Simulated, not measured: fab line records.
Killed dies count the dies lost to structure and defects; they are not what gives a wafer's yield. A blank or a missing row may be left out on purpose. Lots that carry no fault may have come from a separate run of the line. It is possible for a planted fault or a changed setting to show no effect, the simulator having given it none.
Problem report, 8D (eight disciplines) form, completed by code :: flow n5Finfet :: the parts of the form that need people (team, actions taken, sign-off) are left out

## 1. WHAT WENT WRONG
thkNm at N5_FIN_SAQP_THK_MEAS_07 reads a mean of 31.0 nm on 2 wafers of 2 lots; wafers without a fault read 60.2 nm with a standard deviation of 0.61. Measured from the usual mean, that is -48 standard deviations.
First observed at day 5 21:03: wafer L463.5, on filmMetro-02. At this step, 23 wafers from 8 lots have a number in the record. Rule for "out" (also "out of limits"): further than 4 standard deviations from the usual mean. The other wafers with a number count as sound.

## 2. WHAT IT IS AND WHAT IT IS NOT
question: which readings at this step
is: thkNm
is not: -

question: which lots
is: L463, L464
is not: L448, L453, L454, L467, L468, L469

question: which wafers of those lots
is: L463.5, L464.2
is not: L463.4, L464.4, L464.6

question: read on which gauges
is: filmMetro-01, filmMetro-02
is not: -

question: when
is: from day 5 21:03
is not: up to then (10 sound wafers); but 11 sound wafers of L464, L467, L468, L469 came after

## 3. SUSPECTS, AND WHAT RULES EACH OUT
Counting: if a tool at a process step up to the reading ran every lot that is out, it stays a suspect. Sound lots after the first of them don't rule it out here, since some wafers of a struck lot are sound.
- the gauge at N5_FIN_SAQP_THK_MEAS_07: ruled out. The wafers that are out were read on 2 gauges (filmMetro-01, filmMetro-02).
- pecvd-03 at N5_FIN_SAQP_PECVD_06 (deposits a-Si from SiH4/He, target thk 60 nm, time 48.1 s): kept. Every lot that is out went through it, the first being L463 (day 5 20:59); the last sound lot it ran before that was L454 (day 3 15:38).
The count leaves pecvd-03 at N5_FIN_SAQP_PECVD_06.

## 4. THE CAUSE (what the simulator had put in)
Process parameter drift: pecvd-03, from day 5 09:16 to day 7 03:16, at N5_FIN_SAQP_PECVD_06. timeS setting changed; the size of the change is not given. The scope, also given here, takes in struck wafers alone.
After counting, this tool was the only one left.

## 5. THE CHAIN OF EFFECTS, in route order
One row per reading whose mean, taken over the struck wafers that have a number, lies over 3 standard deviations from the usual. Readings are gone through only where the record gives a usual standard deviation; hours: the median, over the lots, of the time from a lot's start at the first step in this table giving one to that lot's start at this step; sigmas: the change measured in usual standard deviations.
hours: 0
step: N5_FIN_SAQP_THK_MEAS_07
reading: thkNm
usual: 60.2 nm
on struck wafers: 31.0
change: -29.2
sigmas: -48

hours: 1
step: N5_FIN_SAQP_MANDREL_ETCH_22
reading: oesProductAu
usual: 0.776 a.u.
on struck wafers: 0.554
change: -0.222
sigmas: -17
Process steps it contains:
- N5_FIN_SAQP_MANDREL_ETCH_22: etches a-Si in HBr/Cl2, stops on SiNx, target depth 60 nm, bt time 10 s, time 30 s.
Readings that are blank on the struck wafers while sound wafers have them: rfFwdPowerW at N5_FIN_SAQP_PECVD_06.
Later steps that measure or inspect, where all struck wafers having a row at the step show a number for every such reading and not one has moved that far: N5_BEOL_M4_RC_MEAS_101.

## 6. WHAT WOULD HAVE CAUGHT IT SOONER
12 hours passed between the start of the fault at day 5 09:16 and the first reading out of limits at a measuring or inspecting step in this record, taken at day 5 21:03.
Lots out: 2; of these, L464 started N5_FIN_SAQP_PECVD_06 on pecvd-03 after day 5 21:03. Had the tool been put on hold then, it would have been spared.
